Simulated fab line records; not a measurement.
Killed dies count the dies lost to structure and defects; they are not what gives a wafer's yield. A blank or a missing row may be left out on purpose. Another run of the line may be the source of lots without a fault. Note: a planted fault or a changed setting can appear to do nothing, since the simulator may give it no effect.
Comparing a struck lot with a sound one	flow n5_finfet	32 steps out of a route of 1938
Sound: wafers L497.2, L497.3, L497.6. The struck wafers were L482.1, L482.2, L482.3. Last of all comes the cause.
Per side, at each step with rows, come the tool, then ch with its chambers, and then its first start. Under that, the readings that differ: sound wafers	struck wafers	difference of the means	sigmas: that difference in standard deviations of wafers without a fault.
alike: same words and numbers on both sides, and readings whose means sit less than 2 such deviations apart. not compared: any withheld reading, any reading some wafer has no value for, any bound like >300 that may hide the same value, and any number with overlapping values for which the record gives no deviation.
The two part at a step that has a row with sigmas, a row that says differs or no value, or rows on one side only. Non-overlapping numbers with no deviation appear without sigmas and do not part them. A reading that every wafer of one side lacks parts them only if that side has two wafers or more.

first, 9 steps without rows for these wafers: N5_MOL_CONTACT_COAG_PRECLEAN_125 (cleans in DIW, time 57.5 s); N5_MOL_CONTACT_COAG_SRD_126 (dry time 32 s); N5_MOL_CONTACT_COAG_CMP_23 (polishes, stops on SiO2, t overpolish 1.5 s, target thk 0 nm); N5_MOL_CONTACT_COAG_WET_ETCH_26 (target Co, target depth 13 nm); N5_MOL_CONTACT_COAG_WET_ETCH_116 (etches the open film in SC1-inhibited, target depth 4.6 nm, rinse time 30 s); N5_MOL_CONTACT_COAG_ALD_27 (deposits SiOC, target thk 17 nm, pulse time 1.5 s, time 2720 s); N5_MOL_CONTACT_COAG_CMP_28 (polishes, stops on SiNx, t overpolish 0.85 s, target thk 14.522 nm); N5_MOL_CONTACT_COAG_ALD_123 (deposits SiNx, target thk 5 nm, pulse time 1 s, purge time 2 s); N5_MOL_CONTACT_COAG_PECVD_31 (deposits SiO2 from TEOS/O2, target thk 46 nm, time 8.9 s).
N5_MOL_CONTACT_COAG_COAT_75: time 60 s, resist thk 60 nm.
  sound on litho_track-03 ch 0, day 10 19:11; struck on litho_track-03 ch 0, day 7 06:42
reading	sound	struck	difference	sigmas
spin_speed_rpm (rpm)	1501.0 1499.8 1499.8	1537.2 1538.2 1538.2	+37.7	+42
model.SOC_of_MOL_CONTACT_COAG_COAT_75.thk_nm (nm)	60 59.8 60	59.2 59.4 59.6	-0.5	
then, 13 steps without rows for these wafers: N5_MOL_CONTACT_COAG_COAT_76 (time 60 s, resist thk 10 nm); N5_MOL_CONTACT_COAG_COAT_77 (time 60 s, resist thk 10 nm); N5_MOL_CONTACT_COAG_COAT_78 (resist thk 40 nm); N5_MOL_CONTACT_COAG_EBR_80; N5_MOL_CONTACT_COAG_SOFTBAKE_79 (time 60 s); N5_MOL_CONTACT_COAG_EXPOSE_81 (exposes mask VG, defocus 0 nm); N5_MOL_CONTACT_COAG_PEB_82 (peb time 60 s); N5_MOL_CONTACT_COAG_DEVELOP_83 (develop time 30 s); N5_MOL_CONTACT_COAG_DESCUM_88 (chemistry O2, time 7 s); N5_MOL_CONTACT_COAG_ETCH_89 (etches underlayer in N2/H2, target depth 13 nm, time 10.4 s); N5_MOL_CONTACT_COAG_ETCH_90 (etches SiARC in CF4, target depth 13 nm, time 21.7 s); N5_MOL_CONTACT_COAG_ALD_131 (deposits SiO2, target thk 5 nm, pulse time 1 s, co reactant pulse time 1 s); N5_MOL_CONTACT_COAG_ETCHBACK_132 (etches SiO2 in CHF3, target depth 10 nm, time 6.7 s).
N5_MOL_CONTACT_COAG_ETCH_91: etches SOC in N2/H2, target depth 60 nm, overetch 21 nm, time 101.2 s.
  sound on rie_diel-05 ch 0,1,2, day 10 20:12; struck on rie_diel-04 ch 0,2,3, day 7 07:39
reading	sound	struck	difference	sigmas
model.etch.depth_nm (nm)	60.04 59.87 59.97	59.28 59.38 59.58	-0.55	
  alike: drypump_motor_current_A, oes_product_au, rf_vpp_V, showerhead_plenum_p_Torr, throttle_valve_pct
  not compared: rf_hours_counter_h
then, 4 steps without rows for these wafers: N5_MOL_CONTACT_COAG_STRIP_92 (strips in N2/H2); N5_MOL_CONTACT_COAG_STRIP_93 (strips in N2/H2); N5_MOL_CONTACT_COAG_ETCHBACK_135 (etches SiO2 in CHF3, target depth 25 nm, time 16.7 s); N5_MOL_CONTACT_COAG_STRIP_118 (strips in CHF3).
N5_MOL_CONTACT_COAG_VIA_ETCH_46: etches SiO2 in C4F6/O2, target depth 46 nm, overetch 9.2 nm, time 40 s.
  sound on rie_diel-05 ch 0,1,2, day 10 20:19; struck on rie_diel-04 ch 0,2,3, day 7 07:47
reading	sound	struck	difference	sigmas
model.SOC_of_MOL_CONTACT_COAG_COAT_75.thk_nm (nm)	50.8 50.4 50.8	50 50 50.2	-1	
  alike: drypump_motor_current_A, oes_product_au, rf_vpp_V, showerhead_plenum_p_Torr, throttle_valve_pct
  not compared: rf_hours_counter_h
then, 1 step without rows for these wafers: N5_MOL_CONTACT_COAG_STRIP_96 (strips in N2/H2).
-- here the record skips 3 days between the struck wafers' starts before and after, leaving off in module MOL_CONTACT_COAG and picking up in module BEOL_M4 (first step shown: number 1111 of the route) --
N5_BEOL_M4_RC_MEAS_101:
  sound on prober-02 ch 0, day 13 23:54; struck on prober-02 ch 0, day 9 21:35
reading	sound	struck	difference	sigmas
SS_P (mV/dec)	72.5 72.1 72.9	72.5 74.9 74.4	+1.4	+2
  alike: DIBL_N, DIBL_P, IOFF_N, IOFF_P, ION_N, ION_P, SS_N, VT_N, VT_P
N5_PASSIVATION_PROBE_49:
  rows exist in the record for the sound wafers here (prober-01, day 18 13:52), none for the struck ones

WHERE THEY PART
First at N5_MOL_CONTACT_COAG_COAT_75; last, within this record, at N5_PASSIVATION_PROBE_49.

WHY: what the simulator had put in
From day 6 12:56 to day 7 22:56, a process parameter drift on litho_track-03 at N5_MOL_CONTACT_COAG_COAT_75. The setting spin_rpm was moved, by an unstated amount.
